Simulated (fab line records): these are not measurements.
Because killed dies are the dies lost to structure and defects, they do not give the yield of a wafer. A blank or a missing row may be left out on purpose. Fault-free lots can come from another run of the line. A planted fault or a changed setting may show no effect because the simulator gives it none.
Which tool was responsible? | flow n5_finfet | at 1 step of a route of 1938, 14 lots with 41 wafers sampled

== WHAT EACH GAUGE READ, for each wafer ==
N5_HKMG_FIN_OVL_MEAS_50. Usual: NDIPOLE_OVL typically reads 0.0 nm, with standard deviation 0.98.
lot  | measured    | on         | NDIPOLE_OVL (nm) | flag
L225 | day 4 06:28 | overlay-02 | -1.2 -0.1 -0.1   |
L227 | day 4 17:24 | overlay-02 | -0.4 -0.2 0.2    |
L229 | day 5 08:38 | overlay-02 | 0.2 -0.9 0.3     |
L230 | day 5 13:06 | overlay-01 | 1.5 0.2 -0.3     |
L231 | day 5 17:56 | overlay-01 | -0.3 -0.6 0.5    |
L232 | day 6 00:19 | overlay-01 | -1.3 -1.0 -0.7   |
L233 | day 6 05:20 | overlay-01 | 0.7 0.5 2.3      |
L234 | day 6 17:27 | overlay-02 | 0.6 0.4 0.0      |
L238 | day 7 15:12 | overlay-01 | 0.6 -0.9 -0.1    |
L239 | day 7 20:43 | overlay-01 | -0.3 -0.9 0.1    |
L240 | day 8 03:10 | overlay-02 | -1.4 0.9         |
L245 | day 9 07:11 | overlay-02 | -0.2 -1.4 -1.1   |
L246 | day 9 14:05 | overlay-01 | 1.0 1.6 0.1      |
L247 | day 9 18:37 | overlay-02 | -0.8 1.1 -0.5    |

== TOOL THAT RAN EACH LOT (tool first, then ch and the chambers of the sampled wafers, then the start) ==
Before these readings, the record contains no process step.

== WHAT THE TOOLS THEMSELVES READ (means of the sampled wafers that have a number; where no wafer has one, the mark that the record gives instead) ==
The record holds no such reading with a usual standard deviation.

== THE ANSWER, worked out from the rows above alone ==
Rule: a lot counts as off when the mean over its wafers that have a number is more than 3 standard deviations away from the usual mean. A lot without any number at a reading at which 4 lots or more have one is off too. The other lots that the step has rows for count as sound. First the gauges in route order, then the tools' own readings, where a lot's mean is used as printed above. At the first step where some lot is off, the reading lying furthest off is the one used; lots without a number count as furthest.
No lot is off on any of the readings shown, so nothing can be concluded from this.

== WHAT THE SIMULATOR PUT IN ==
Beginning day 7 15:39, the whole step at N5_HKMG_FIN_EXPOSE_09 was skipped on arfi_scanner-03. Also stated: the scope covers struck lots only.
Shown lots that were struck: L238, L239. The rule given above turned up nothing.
